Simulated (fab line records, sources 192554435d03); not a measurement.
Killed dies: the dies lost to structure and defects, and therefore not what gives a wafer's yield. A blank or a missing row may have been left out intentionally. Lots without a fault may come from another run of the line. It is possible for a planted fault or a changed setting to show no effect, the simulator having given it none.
fab line records ; flow n5_finfet ; part 1 of 2: steps 1 to 19 of 27
record lots=5; wafers=15; last_day=15
route steps=1938 shown BEOL_M2@870
lots with no fault: from the same line, run without faults
start_h: hours from the record's first day to the start of the lot's first wafer shown ; wait_h: how many hours have passed since the lot's step before this one ; " as in the row above ; L1.1+2: a single row standing in for several wafers ; - either no value or no given start ; * or withheld: withheld ; < > ~ a bound
route shown NAME@n: a module of which the file shows steps, and the number in the route of the first ; usual: mean and standard deviation over wafers with no fault ; same: alike in all rows ; chamber/n: place in a boat ; sites: the reading at each site ; _std_site: their standard deviation ; _edge_site: the outer-site mean with the inner-site mean subtracted ; radius_mm: for every site, how far away it sits from the centre of the wafer ; mask NAME#n: copy n ; behind: the most recent tool/chamber to have shaped the wafer ; hold: why the lot went on hold/how many hours it stayed there/how the hold came to an end ; device: the transistor (n, p or np) that didn't switch ; end of line: the route-end tests of the same wafers ; a step without rows: its recipe alone ; killed: dies lost to structure and defects at the first sort, not the wafer's yield ; map: a wafer's dies, marking killed ones x, the rest . and places with no die _
set.NAME: setting as actually run; set.NAME@STEP: the setting as run at that earlier step ; model.NAME: the simulator's own value behind a step, which no gauge read
lots seen at some steps along the route; tables by step, rows by wafer
services: the hour from which a tool's chamber was out of use, counted from the record's first day as start_h (under 0 if before that day), plus the number of hours and why
## steps
# step N5_BEOL_M2_COAT_22
# recipe resist=CAR-EUV; spin_rpm=1500; resist_thk_nm=30
lot.wafer;tool;chamber;start_h;wait_h
L078.2+4+6;litho_track-05;0;-;-
L081.1+2+6;litho_track-04;0;-;-
L084.1+2+3;litho_track-01;0;-;-
L087.4+5+6;litho_track-04;0;-;-
L088.2+3+6;litho_track-01;0;-;-
# step N5_BEOL_M2_EBR_24
# recipe solvent=PGMEA; ebr_width_mm=1.5
lot.wafer;tool;chamber;start_h;wait_h
L078.2+4+6;litho_track-05;0;-;-
L081.1+2+6;litho_track-04;0;-;-
L084.1+2+3;litho_track-01;0;-;-
L087.4+5+6;litho_track-04;0;-;-
L088.2+3+6;litho_track-01;0;-;-
# step N5_BEOL_M2_SOFTBAKE_23
# recipe temp_c=110; time_s=60; resist=CAR-EUV
lot.wafer;tool;chamber;start_h;wait_h
L078.2+4+6;litho_track-05;0;-;-
L081.1+2+6;litho_track-04;0;-;-
L084.1+2+3;litho_track-01;0;-;-
L087.4+5+6;litho_track-04;0;-;-
L088.2+3+6;litho_track-01;0;-;-
# step N5_BEOL_M2_EXPOSE_25
# recipe mask_id=V1; na=0.33; source_shape=quasar; sigma_inner=0.2; sigma_outer=0.8; polarization=unpolarized; defocus_nm=5; dose_mj=63
# same dipole_opening_deg=30
lot.wafer;tool;chamber;start_h;wait_h;mask
L078.2+4+6;euv_scanner-01;0;157.74;-;V1#0
L081.1+2+6;euv_scanner-02;0;176.83;-;V1#0
L084.1+2+3;euv_scanner-02;0;200.83;-;V1#0
L087.4+5+6;euv_scanner-02;0;204.79;-;V1#0
L088.2+3+6;euv_scanner-02;0;220.66;-;V1#0
# step N5_BEOL_M2_PEB_26
# recipe peb_temp_c=100; peb_time_s=60; resist=CAR-EUV
# same peb_time_s=60
lot.wafer;tool;chamber;start_h;wait_h
L078.2+4+6;litho_track-05;0;157.81;0.1
L081.1+2+6;litho_track-01;0;176.91;0.1
L084.1+2+3;litho_track-05;0;200.91;0.1
L087.4+5+6;litho_track-05;0;204.85;0.0
L088.2+3+6;litho_track-04;0;220.73;0.1
# step N5_BEOL_M2_DEVELOP_27
# recipe develop_time_s=30; developer=TMAH; resist=CAR-EUV; rinse_liquid=surfactant_rinse; dry=air_spin; dev_temp_c=23
lot.wafer;tool;chamber;start_h;wait_h
L078.2+4+6;litho_track-05;0;-;-
L081.1+2+6;litho_track-01;0;-;-
L084.1+2+3;litho_track-05;0;-;-
L087.4+5+6;litho_track-05;0;-;-
L088.2+3+6;litho_track-04;0;-;-
# step N5_BEOL_M2_CD_MEAS_28
# recipe target_cd_nm=26.2; landing_energy_ev=500; detector=se_inlens; target_cd_y_nm=24.1; polarity=opening
# usual cd_nm=26.16/0.23
lot.wafer;tool;chamber;start_h;wait_h;cd_nm
L078.2;cd_sem-01;0;157.88;-;26.17
L078.4;cd_sem-01;0;157.88;-;26.14
L078.6;cd_sem-01;0;157.88;-;26.30
L081.1;cd_sem-02;0;176.98;-;26.17
L081.2;cd_sem-02;0;176.98;-;26.54
L081.6;cd_sem-02;0;176.98;-;25.99
L084.1;cd_sem-03;0;200.97;-;25.75
L084.2;cd_sem-03;0;200.97;-;26.11
L084.3;cd_sem-03;0;200.97;-;25.99
L087.4;cd_sem-03;0;204.92;-;25.87
L087.5;cd_sem-03;0;204.92;-;25.63
L087.6;cd_sem-03;0;204.92;-;26.05
L088.2;cd_sem-02;0;220.80;-;26.42
L088.3;cd_sem-02;0;220.80;-;25.91
L088.6;cd_sem-02;0;220.80;-;26.08
# step N5_BEOL_M2_OVL_MEAS_29
# recipe points_per_wafer=522
# usual V1_OVL=0.2/0.64
lot.wafer;tool;chamber;start_h;wait_h;V1_OVL[nm]
L078.2;overlay-02;0;157.91;0.0;-0.1
L078.4;overlay-02;0;157.91;0.0;-0.5
L078.6;overlay-02;0;157.91;0.0;0.6
L081.1;overlay-02;0;177.01;0.0;0.2
L081.2;overlay-02;0;177.01;0.0;-0.1
L081.6;overlay-02;0;177.01;0.0;0.1
L084.1;overlay-01;0;201.00;0.0;0.7
L084.2;overlay-01;0;201.00;0.0;-0.5
L084.3;overlay-01;0;201.00;0.0;0.4
L087.4;overlay-02;0;204.96;0.0;-0.4
L087.5;overlay-02;0;204.96;0.0;-0.4
L087.6;overlay-02;0;204.96;0.0;-1.2
L088.2;overlay-01;0;220.83;0.0;0.6
L088.3;overlay-01;0;220.83;0.0;-0.1
L088.6;overlay-01;0;220.83;0.0;-0.2
# step N5_BEOL_M2_INSPECT_30
# recipe mode=adi; inspect_instrument=brightfield
# usual raw_defect_count=462/120
lot.wafer;tool;chamber;start_h;wait_h;raw_defect_count
L078.2;defect_inspect-01;-;157.97;0.0;505
L078.4;defect_inspect-01;-;157.97;0.0;568
L078.6;defect_inspect-01;-;157.97;0.0;409
L081.1;defect_inspect-02;-;177.07;0.1;526
L081.2;defect_inspect-02;-;177.07;0.1;737
L081.6;defect_inspect-02;-;177.07;0.1;632
L084.1;defect_inspect-01;-;201.06;0.1;543
L084.2;defect_inspect-01;-;201.06;0.1;407
L084.3;defect_inspect-01;-;201.06;0.1;411
L087.4;defect_inspect-02;-;205.00;0.0;279
L087.5;defect_inspect-02;-;205.00;0.0;353
L087.6;defect_inspect-02;-;205.00;0.0;326
L088.2;defect_inspect-01;-;220.89;0.0;338
L088.3;defect_inspect-01;-;220.89;0.0;382
L088.6;defect_inspect-01;-;220.89;0.0;356
# step N5_BEOL_M2_DESCUM_33
# recipe chemistry=O2; time_s=7; source_power_w=50; bias_power_w=20; pressure_mtorr=20; rf_frequency_hz=2.712e+07; temp_c=40; resist=CAR-EUV; o2_flow_sccm=225
# usual drypump_motor_current_A=5.8/0.34; oes_product_au=0.77/0.083; rf_fwd_power_W=49.21/0.25; rf_vpp_V=243.5/1.3; showerhead_plenum_p_Torr=2.12/0.065; throttle_valve_pct=20.49/0.26
lot.wafer;tool;chamber;start_h;wait_h;drypump_motor_current_A;oes_product_au;rf_fwd_power_W;rf_hours_counter_h;rf_vpp_V;showerhead_plenum_p_Torr;throttle_valve_pct
L078.2;rie_diel-05;0;158.04;0.1;5.6;0.86;48.71;31;245.0;2.22;20.05
L078.4;rie_diel-05;2;158.04;0.1;5.5;0.87;49.16;45;243.8;2.13;20.34
L078.6;rie_diel-05;2;158.04;0.1;5.5;0.87;49.29;-;242.8;2.13;20.33
L081.1;rie_diel-05;1;177.10;0.0;5.5;0.70;49.64;185;244.6;2.17;20.51
L081.2;rie_diel-05;2;177.10;0.0;5.5;0.87;49.17;51;245.0;2.13;20.36
L081.6;rie_diel-05;3;177.10;0.0;5.8;0.85;49.11;-;243.3;2.05;20.38
L084.1;rie_diel-04;3;201.10;0.0;6.2;0.74;49.04;185;243.8;2.07;20.68
L084.2;rie_diel-04;2;201.10;0.0;6.1;0.75;49.30;170;243.2;2.07;20.76
L084.3;rie_diel-04;0;201.10;0.0;6.3;0.70;49.06;234;242.9;2.16;20.60
L087.4;rie_diel-03;0;205.03;0.0;5.7;0.66;49.09;241;244.8;2.15;20.74
L087.5;rie_diel-03;2;205.03;0.0;5.7;0.87;48.99;-;243.9;2.22;20.15
L087.6;rie_diel-03;3;205.03;0.0;5.5;0.72;49.76;-;245.0;2.09;20.81
L088.2;rie_diel-04;3;220.92;0.0;6.2;0.74;49.24;194;242.1;2.07;20.68
L088.3;rie_diel-04;0;220.92;0.0;6.2;0.70;49.05;243;243.6;2.16;20.62
L088.6;rie_diel-04;2;220.92;0.0;6.1;0.74;49.45;-;243.7;2.07;20.76
# step N5_BEOL_M2_ETCH_77
# recipe chemistry=N2/H2; target=underlayer; target_depth_a=65; mask_material=CAR-EUV; time_s=5.2; ion_energy_ev=200; pressure_mtorr=30; source_w=840; bias_w=150; n2_flow_sccm=200; h2_flow_sccm=200; ends=cleared
# usual drypump_motor_current_A=5.8/0.34; etch_rf_on_time_s=5.17/0.074; oes_product_au=0.66/0.07; rf_fwd_power_W=819.4/2.3; rf_vpp_V=524.7/2.3; showerhead_plenum_p_Torr=2.57/0.077; throttle_valve_pct=17.9/0.3
lot.wafer;tool;chamber;start_h;wait_h;drypump_motor_current_A;etch_rf_on_time_s;oes_product_au;rf_fwd_power_W;rf_hours_counter_h;rf_vpp_V;showerhead_plenum_p_Torr;throttle_valve_pct
L078.2;rie_diel-05;0;158.08;0.0;5.7;5.12;0.75;818.0;31;527.8;2.70;17.4
L078.4;rie_diel-05;2;158.08;0.0;5.5;5.06;0.74;819.1;45;527.3;2.58;17.7
L078.6;rie_diel-05;2;158.08;0.0;5.5;5.11;0.73;816.9;-;525.5;2.58;17.7
L081.1;rie_diel-05;1;177.14;0.0;5.5;5.25;0.60;816.6;185;525.4;2.64;18.0
L081.2;rie_diel-05;2;177.14;0.0;5.5;5.08;0.74;824.4;51;525.9;2.58;17.7
L081.6;rie_diel-05;3;177.14;0.0;5.8;5.04;0.72;819.4;-;522.2;2.46;17.6
L084.1;rie_diel-04;3;201.13;0.0;6.3;5.08;0.64;819.4;185;523.1;2.53;18.1
L084.2;rie_diel-04;2;201.13;0.0;6.0;5.24;0.65;819.8;170;523.2;2.54;18.4
L084.3;rie_diel-04;0;201.13;0.0;6.3;5.15;0.60;821.7;234;524.7;2.62;18.0
L087.4;rie_diel-03;0;205.07;0.0;5.6;5.20;0.57;820.8;241;524.3;2.61;18.2
L087.5;rie_diel-03;2;205.07;0.0;5.8;5.14;0.74;818.2;-;527.6;2.69;17.5
L087.6;rie_diel-03;3;205.07;0.0;5.5;5.23;0.61;824.2;-;523.8;2.53;18.2
L088.2;rie_diel-04;3;220.95;0.0;6.2;5.11;0.64;817.2;194;521.5;2.53;18.1
L088.3;rie_diel-04;0;220.95;0.0;6.2;5.23;0.60;820.7;243;527.6;2.61;18.0
L088.6;rie_diel-04;2;220.95;0.0;6.1;5.31;0.62;812.1;-;523.7;2.54;18.4
# step N5_BEOL_M2_ETCH_69
# recipe chemistry=CF4; target=SiARC; target_depth_a=156; mask_material=CAR-EUV; time_s=26; ion_energy_ev=80; pressure_mtorr=40; source_w=545; bias_w=36; Ar_flow_sccm=100; cf4_flow_sccm=100; ends=cleared
# usual drypump_motor_current_A=5.8/0.35; etch_rf_on_time_s=25.9/0.4; oes_product_au=0.66/0.07; rf_fwd_power_W=531.4/1.6; rf_vpp_V=184.2/1.1; showerhead_plenum_p_Torr=2.16/0.062; throttle_valve_pct=15.68/0.28
lot.wafer;tool;chamber;start_h;wait_h;drypump_motor_current_A;etch_rf_on_time_s;oes_product_au;rf_fwd_power_W;rf_hours_counter_h;rf_vpp_V;showerhead_plenum_p_Torr;throttle_valve_pct
L078.2;rie_diel-05;0;158.09;0.0;5.6;25.3;0.75;531.7;31;185.1;2.27;15.27
L078.4;rie_diel-05;2;158.09;0.0;5.5;25.6;0.74;532.6;45;184.7;2.17;15.45
L078.6;rie_diel-05;2;158.09;0.0;5.5;25.6;0.74;531.3;-;183.7;2.17;15.45
L081.1;rie_diel-05;1;177.15;0.0;5.5;26.5;0.60;529.8;185;184.6;2.21;15.69
L081.2;rie_diel-05;2;177.15;0.0;5.5;25.7;0.73;531.9;51;182.7;2.17;15.48
L081.6;rie_diel-05;3;177.15;0.0;5.8;25.3;0.72;531.5;-;183.8;2.09;15.44
L084.1;rie_diel-04;3;201.15;0.0;6.2;25.5;0.65;532.8;185;182.5;2.13;15.94
L084.2;rie_diel-04;2;201.15;0.0;6.0;26.4;0.64;530.0;170;182.0;2.13;15.99
L084.3;rie_diel-04;0;201.15;0.0;6.3;25.8;0.60;532.6;234;183.3;2.20;15.75
L087.4;rie_diel-03;0;205.09;0.0;5.6;26.4;0.58;532.2;241;185.9;2.19;15.92
L087.5;rie_diel-03;2;205.09;0.0;5.8;25.7;0.75;532.6;-;185.9;2.26;15.29
L087.6;rie_diel-03;3;205.09;0.0;5.5;26.1;0.61;529.7;-;184.2;2.13;15.95
L088.2;rie_diel-04;3;220.97;0.0;6.2;25.9;0.63;536.5;194;183.5;2.13;15.97
L088.3;rie_diel-04;0;220.97;0.0;6.3;26.2;0.60;530.0;243;184.7;2.19;15.75
L088.6;rie_diel-04;2;220.97;0.0;6.1;26.4;0.64;531.2;-;183.8;2.13;16.01
# step N5_BEOL_M2_ALD_98
# recipe material=SiO2; target_thk_a=25; temp_c=100; ald_precursor_family=BDEAS; ald_co_reactant=O2-plasma; pulse_time_s=1; co_reactant_pulse_time_s=1; purge_time_s=2; co_reactant_purge_time_s=2; ald_cycles=17; pressure_torr=2
# usual heater_power_outer_w=40/3.5; heater_power_w=76/6.6; precursor_pulse_height_rel=1.002/0.019; susceptor_temp_C=99.98/0.13
lot.wafer;tool;chamber;start_h;wait_h;heater_power_outer_w;heater_power_w;precursor_pulse_height_rel;since_wet_clean_h;susceptor_temp_C
L078.2;ald_sin-03;0;158.25;0.1;40;76;1.012;59;99.94
L078.4;ald_sin-03;1;158.25;0.1;43;86;1.002;59;100.00
L078.6;ald_sin-03;3;158.25;0.1;45;85;0.975;-;99.97
L081.1;ald_sin-04;2;177.24;0.1;38;71;1.013;275;100.00
L081.2;ald_sin-04;3;177.24;0.1;43;77;0.998;275;99.83
L081.6;ald_sin-04;3;177.24;0.1;41;75;1.007;-;99.74
L084.1;ald_sin-04;3;201.23;0.1;42;75;0.992;299;99.76
L084.2;ald_sin-04;1;201.23;0.1;38;75;1.014;299;99.73
L084.3;ald_sin-04;0;201.23;0.1;32;66;0.988;299;99.90
L087.4;ald_sin-04;1;205.17;0.1;39;75;1.004;303;99.98
L087.5;ald_sin-04;3;205.17;0.1;42;75;0.959;-;99.98
L087.6;ald_sin-04;2;205.17;0.1;38;72;1.011;-;100.34
L088.2;ald_sin-04;2;221.09;0.1;38;73;1.050;319;100.05
L088.3;ald_sin-04;1;221.09;0.1;38;74;0.972;319;100.14
L088.6;ald_sin-04;1;221.09;0.1;39;74;0.987;-;100.06
# step N5_BEOL_M2_ETCHBACK_99
# recipe chemistry=CHF3; target=SiO2; target_depth_a=50; time_s=10.4; source_w=215; bias_w=47; Ar_flow_sccm=200; CHF3_flow_sccm=12; ion_energy_ev=100; pressure_mtorr=30
# usual drypump_motor_current_A=5.71/0.27; oes_product_au=0.78/0.087; rf_fwd_power_W=211.7/1.1; rf_vpp_V=241/3.1; showerhead_plenum_p_Torr=2.17/0.073; throttle_valve_pct=17.06/0.27
lot.wafer;tool;chamber;start_h;wait_h;drypump_motor_current_A;oes_product_au;rf_fwd_power_W;rf_hours_counter_h;rf_vpp_V;showerhead_plenum_p_Torr;throttle_valve_pct
L078.2;rie_diel-03;3;167.26;9.0;5.51;0.72;212.5;177;241;2.14;17.36
L078.4;rie_diel-03;2;167.26;9.0;5.75;0.88;210.7;45;241;2.28;16.74
L078.6;rie_diel-03;1;167.26;9.0;5.42;0.75;211.1;-;237;2.06;16.66
L081.1;rie_diel-05;0;177.90;0.6;5.63;0.86;210.4;38;240;2.29;16.79
L081.2;rie_diel-05;3;177.90;0.6;5.82;0.85;210.8;52;236;2.10;16.93
L081.6;rie_diel-05;0;177.90;0.6;5.63;0.86;210.9;-;239;2.29;16.78
L084.1;rie_diel-04;0;202.74;1.5;6.30;0.70;211.9;235;245;2.20;17.14
L084.2;rie_diel-04;2;202.74;1.5;6.06;0.75;211.3;171;241;2.13;17.41
L084.3;rie_diel-04;3;202.74;1.5;6.29;0.75;211.5;186;240;2.14;17.35
L087.4;rie_diel-04;2;211.29;6.1;6.03;0.74;211.8;-;242;2.13;17.40
L087.5;rie_diel-04;3;211.29;6.1;6.24;0.75;210.8;-;239;2.14;17.38
L087.6;rie_diel-04;0;211.29;6.1;6.27;0.70;210.4;-;244;2.20;17.18
L088.2;rie_diel-05;3;221.21;0.1;5.84;0.83;210.5;68;237;2.09;16.95
L088.3;rie_diel-05;1;221.21;0.1;5.51;0.69;212.6;200;246;2.22;17.17
L088.6;rie_diel-05;1;221.21;0.1;5.50;0.69;213.2;-;244;2.22;17.18
# step N5_BEOL_M2_ETCH_70
# recipe chemistry=N2/H2; target=SOC; target_depth_a=800; overetch_a=240; mask_material=SiARC; temp_c=40; time_s=130; ion_energy_ev=200; pressure_mtorr=30; source_w=840; bias_w=150; n2_flow_sccm=200; h2_flow_sccm=200
# usual drypump_motor_current_A=5.72/0.27; oes_product_au=0.57/0.06; rf_fwd_power_W=834.9/2.9; rf_vpp_V=524.6/2.6; showerhead_plenum_p_Torr=2.57/0.086; throttle_valve_pct=17.8/0.3
lot.wafer;tool;chamber;start_h;wait_h;drypump_motor_current_A;oes_product_au;rf_fwd_power_W;rf_hours_counter_h;rf_vpp_V;showerhead_plenum_p_Torr;throttle_valve_pct
L078.2;rie_diel-03;3;167.30;0.0;5.53;0.53;841.4;177;523.6;2.53;18.1
L078.4;rie_diel-03;2;167.30;0.0;5.75;0.64;831.1;45;528.5;2.69;17.4
L078.6;rie_diel-03;1;167.30;0.0;5.42;0.56;836.6;-;519.5;2.43;17.4
L081.1;rie_diel-05;0;177.94;0.0;5.64;0.63;833.5;38;527.3;2.69;17.4
L081.2;rie_diel-05;3;177.94;0.0;5.83;0.61;835.2;52;522.6;2.46;17.6
L081.6;rie_diel-05;0;177.94;0.0;5.65;0.63;830.9;-;526.5;2.69;17.4
L084.1;rie_diel-04;0;202.78;0.0;6.30;0.52;831.9;235;525.2;2.62;18.0
L084.2;rie_diel-04;2;202.78;0.0;6.05;0.55;833.3;171;523.3;2.54;18.3
L084.3;rie_diel-04;3;202.78;0.0;6.25;0.55;835.0;186;522.7;2.53;18.1
L087.4;rie_diel-04;2;211.35;0.0;6.07;0.55;834.8;-;524.4;2.54;18.4
L087.5;rie_diel-04;3;211.35;0.0;6.29;0.55;833.9;-;524.2;2.53;18.1
L087.6;rie_diel-04;0;211.35;0.0;6.24;0.51;834.7;-;525.8;2.62;18.0
L088.2;rie_diel-05;3;221.24;0.0;5.84;0.60;829.6;68;520.3;2.46;17.6
L088.3;rie_diel-05;1;221.24;0.0;5.51;0.51;834.6;200;525.6;2.64;18.0
L088.6;rie_diel-05;1;221.24;0.0;5.50;0.51;837.2;-;526.1;2.64;18.0
# step N5_BEOL_M2_STRIP_71
# recipe chemistry=N2/H2; temp_c=40; n2_flow_sccm=200; h2_flow_sccm=200; rf_frequency_hz=6e+07
lot.wafer;tool;chamber;start_h;wait_h
L078.2+4+6;rie_diel-03;3,2,1;167.38;0.0
L081.1+2+6;rie_diel-05;0,3,0;178.02;0.0
L084.1+2+3;rie_diel-04;0,2,3;202.86;0.0
L087.4+5+6;rie_diel-04;2,3,0;211.40;0.0
L088.2+3+6;rie_diel-05;3,1,1;221.33;0.0
# step N5_BEOL_M2_STRIP_78
# recipe chemistry=N2/H2; temp_c=40; n2_flow_sccm=200; h2_flow_sccm=200; rf_frequency_hz=6e+07
lot.wafer;tool;chamber;start_h;wait_h
L078.2+4+6;rie_diel-03;3,2,1;167.39;0.0
L081.1+2+6;rie_diel-05;0,3,0;178.03;0.0
L084.1+2+3;rie_diel-04;0,2,3;202.87;0.0
L087.4+5+6;rie_diel-04;2,3,0;211.41;0.0
L088.2+3+6;rie_diel-05;3,1,1;221.34;0.0
# step N5_BEOL_M2_VIA_ETCH_34
# recipe chemistry=C4F6/O2; target_depth_a=694; mask_material=SOC; pressure_mtorr=15; ion_energy_ev=250; taper_deg=4; time_s=65.9; source_w=350; bias_w=170; Ar_flow_sccm=300; C4F6_flow_sccm=10; O2_flow_sccm=10
# usual drypump_motor_current_A=5.72/0.27; oes_o_777_au=0.79/0.083; oes_product_au=0.78/0.087; rf_fwd_power_W=346.1/1.3; rf_vpp_V=667/8.6; showerhead_plenum_p_Torr=2.87/0.093; throttle_valve_pct=30.70/0.27
lot.wafer;tool;chamber;start_h;wait_h;drypump_motor_current_A;oes_o_777_au;oes_product_au;rf_fwd_power_W;rf_hours_counter_h;rf_vpp_V;showerhead_plenum_p_Torr;throttle_valve_pct
L078.2;rie_diel-03;3;167.40;0.0;5.53;0.74;0.72;348.1;177;665;2.83;31.01
L078.4;rie_diel-03;2;167.40;0.0;5.77;0.88;0.89;344.7;45;670;3.00;30.38
L078.6;rie_diel-03;1;167.40;0.0;5.46;0.77;0.75;347.4;-;655;2.72;30.24
L081.1;rie_diel-05;0;178.04;0.0;5.64;0.87;0.87;343.9;38;663;3.02;30.55
L081.2;rie_diel-05;3;178.04;0.0;5.82;0.86;0.85;344.1;52;654;2.78;30.73
L081.6;rie_diel-05;0;178.04;0.0;5.65;0.86;0.87;346.3;-;664;3.02;30.53
L084.1;rie_diel-04;0;202.88;0.0;6.30;0.71;0.70;344.1;235;674;2.91;30.72
L084.2;rie_diel-04;2;202.88;0.0;6.05;0.73;0.75;346.6;171;667;2.82;31.06
L084.3;rie_diel-04;3;202.88;0.0;6.21;0.75;0.75;345.8;186;663;2.82;30.99
L087.4;rie_diel-04;2;211.44;0.0;6.08;0.74;0.75;346.8;-;668;2.82;31.07
L087.5;rie_diel-04;3;211.44;0.0;6.25;0.74;0.75;344.6;-;663;2.82;31.02
L087.6;rie_diel-04;0;211.44;0.0;6.27;0.70;0.70;345.9;-;675;2.91;30.72
L088.2;rie_diel-05;3;221.35;0.0;5.84;0.84;0.83;344.8;68;653;2.77;30.75
L088.3;rie_diel-05;1;221.35;0.0;5.51;0.70;0.69;348.6;200;677;2.93;30.74
L088.6;rie_diel-05;1;221.35;0.0;5.50;0.70;0.69;348.7;-;677;2.93;30.75
# step N5_BEOL_M2_STRIP_83
# recipe chemistry=C4F6/O2; resist=SiARC; rf_frequency_hz=6e+07
lot.wafer;tool;chamber;start_h;wait_h
L078.2+4+6;rie_diel-03;3,2,1;167.45;0.0
L081.1+2+6;rie_diel-05;0,3,0;178.10;0.0
L084.1+2+3;rie_diel-04;0,2,3;202.93;0.0
L087.4+5+6;rie_diel-04;2,3,0;211.47;0.0
L088.2+3+6;rie_diel-05;3,1,1;221.40;0.0
